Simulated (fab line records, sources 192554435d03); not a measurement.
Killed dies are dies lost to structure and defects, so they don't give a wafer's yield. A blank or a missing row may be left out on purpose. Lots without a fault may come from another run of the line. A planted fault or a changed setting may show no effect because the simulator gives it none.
Split-lot experiment | flow n5_finfet | 7 lots, 21 wafers read, on a route of 1938 steps

THE SPLIT
At N5_BEOL_M7_COAT_63 (time 60 s, resist thk 60 nm), the setting spin_rpm was moved away from the recipe's 1500 rpm on 6 of the 21 wafers read, by -5.2% to +3.5%. The other wafers ran this setting at the recipe's value.

FROM THE SPLIT TO THE READING: what the file shows between them, 9 steps
- N5_BEOL_M7_COAT_64: time 60 s, resist thk 12 nm (also split here: spin_rpm)
- N5_BEOL_M7_COAT_71: time 60 s, resist thk 5 nm
- N5_BEOL_M7_COAT_22: resist thk 30 nm
- N5_BEOL_M7_DESCUM_33: chemistry O2, time 7 s
- N5_BEOL_M7_ETCH_72: etches underlayer in N2/H2, target depth 6.5 nm, time 5.2 s
- N5_BEOL_M7_ETCH_65: etches SiARC in CF4, target depth 15.6 nm, time 26 s
- N5_BEOL_M7_ETCH_66: etches SOC in N2/H2, target depth 80 nm, overetch 16 nm, time 120 s
- N5_BEOL_M7_STRIP_69: strips in N2/H2
- N5_BEOL_M7_STRIP_73: strips in N2/H2

THE READING
SOC_of_BEOL_M7_COAT_63.thk_nm (the simulator's own value, which no gauge read), in nm, at N5_BEOL_M7_VIA_ETCH_34 (etches SiCOH lowk in C4F6/O2, target depth 125.5 nm, time 50.5 s). The file gives no usual value for it. The 15 wafers here that ran the recipe average 53.7 nm, standard deviation 0.25 nm.

wafer  | tool, chamber at the split | spin_rpm as run, rpm | against the recipe | SOC_of_BEOL_M7_COAT_63.thk_nm, nm | against lot-mates on the recipe
L074.1 | litho_track-03, 0          | 1553                 | +3.5%              | 52.6                              | -1.0
L074.2 | litho_track-03, 0          | 1553                 | +3.5%              | 52.4                              | -1.2
L074.5 | litho_track-03, 0          | 1500                 | recipe             | 53.6                              | -
L078.1 | litho_track-03, 0          | 1500                 | recipe             | 54                                | -
L078.3 | litho_track-03, 0          | 1425                 | -5.0%              | 55.2                              | +1.2
L078.4 | litho_track-03, 0          | 1425                 | -5.0%              | 55                                | +1.0
L079.1 | litho_track-04, 0          | 1442                 | -3.9%              | 55                                | +1.6
L079.2 | litho_track-04, 0          | 1500                 | recipe             | 53.4                              | -
L079.6 | litho_track-04, 0          | 1500                 | recipe             | 53.4                              | -
L080.4 | litho_track-02, 0          | 1422                 | -5.2%              | 55.6                              | +2.0
L080.5 | litho_track-02, 0          | 1500                 | recipe             | 53.6                              | -
L080.6 | litho_track-02, 0          | 1500                 | recipe             | 53.6                              | -
L084.2 | litho_track-04, 0          | 1500                 | recipe             | 54.2                              | -
L084.3 | litho_track-04, 0          | 1500                 | recipe             | 54                                | -
L084.4 | litho_track-04, 0          | 1500                 | recipe             | 54                                | -
L089.2 | litho_track-04, 0          | 1500                 | recipe             | 53.6                              | -
L089.3 | litho_track-04, 0          | 1500                 | recipe             | 53.4                              | -
L089.4 | litho_track-04, 0          | 1500                 | recipe             | 53.8                              | -
L091.1 | litho_track-03, 0          | 1500                 | recipe             | 53.8                              | -
L091.6 | litho_track-03, 0          | 1500                 | recipe             | 53.8                              | -
L091.2 | litho_track-03, 0          | 1500                 | recipe             | 54                                | -

THE FIT
A straight line over all 21 wafers: SOC_of_BEOL_M7_COAT_63.thk_nm changes by -0.317 nm for each +1% of spin_rpm; r = -0.95; the points scatter about the line by 0.24 nm.
The same after taking each lot's own level away (the mean of its wafers on the recipe; 21 wafers): -0.302 nm for each +1%; r = -0.96; scatter 0.22 nm.
On that fit, the largest move of spin_rpm shifts the reading by 1.6 nm.
The lots' own levels span 53.40 to 54.07 nm, that is 2.7 times the standard deviation above.
So the lot-to-lot level changes the slope little: the two slopes agree.
Check: with one of the wafers moved furthest among these (-5.2%) left out of the fit, the line predicts +1.43 nm for it against its lot-mates. It came out at +2 nm against them.

OTHER SPLITS ON THESE WAFERS
These wafers also went through other splits before the reading. Each is held against what the fit with the lots' levels taken away leaves over:
other split on the same wafers   | wafers away from the commonest value | r with SOC_of_BEOL_M7_COAT_63.thk_nm (lot level and that fit taken away)
N5_BEOL_M3_COAT_22 spin_rpm      | 7                                    | +0.09
N5_BEOL_M3_DEP_57 time_s         | 6                                    | -0.12
N5_BEOL_M4_ILD_DEP_00 time_s     | 6                                    | -0.30
N5_BEOL_M5_ILD_DEP_00 time_s     | 7                                    | +0.11
N5_BEOL_M5_COAT_05 spin_rpm      | 4                                    | +0.19
N5_BEOL_M5_ETCH_41 source_w      | 9                                    | -0.21
N5_BEOL_M6_TRENCH_ETCH_37 bias_w | 8                                    | +0.34
N5_BEOL_M7_COAT_64 spin_rpm      | 12                                   | +0.26

THE WHOLE CHAIN: every reading that the file lists as answering this split, in the file's order
step                   | what it does                                                        | reading                                                                        | change (the file's fit)               | r (the file's)
N5_BEOL_M7_COAT_63     | time 60 s, resist thk 60 nm                                         | SOC_of_BEOL_M7_COAT_63.thk_nm (the simulator's own value, which no gauge read) | -0.311 nm for each +1% of the setting | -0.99
N5_BEOL_M7_ETCH_66     | etches SOC in N2/H2, target depth 80 nm, overetch 16 nm, time 120 s | etch.depth_nm (the simulator's own value, which no gauge read)                 | -0.313 nm for each +1% of the setting | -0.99
N5_BEOL_M7_VIA_ETCH_34 | etches SiCOH lowk in C4F6/O2, target depth 125.5 nm, time 50.5 s    | SOC_of_BEOL_M7_COAT_63.thk_nm (the simulator's own value, which no gauge read) | -0.327 nm for each +1% of the setting | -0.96

THE FILE'S OWN FIT
SOC_of_BEOL_M7_COAT_63.thk_nm changes by -0.327 nm for each +1% of spin_rpm, r = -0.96.
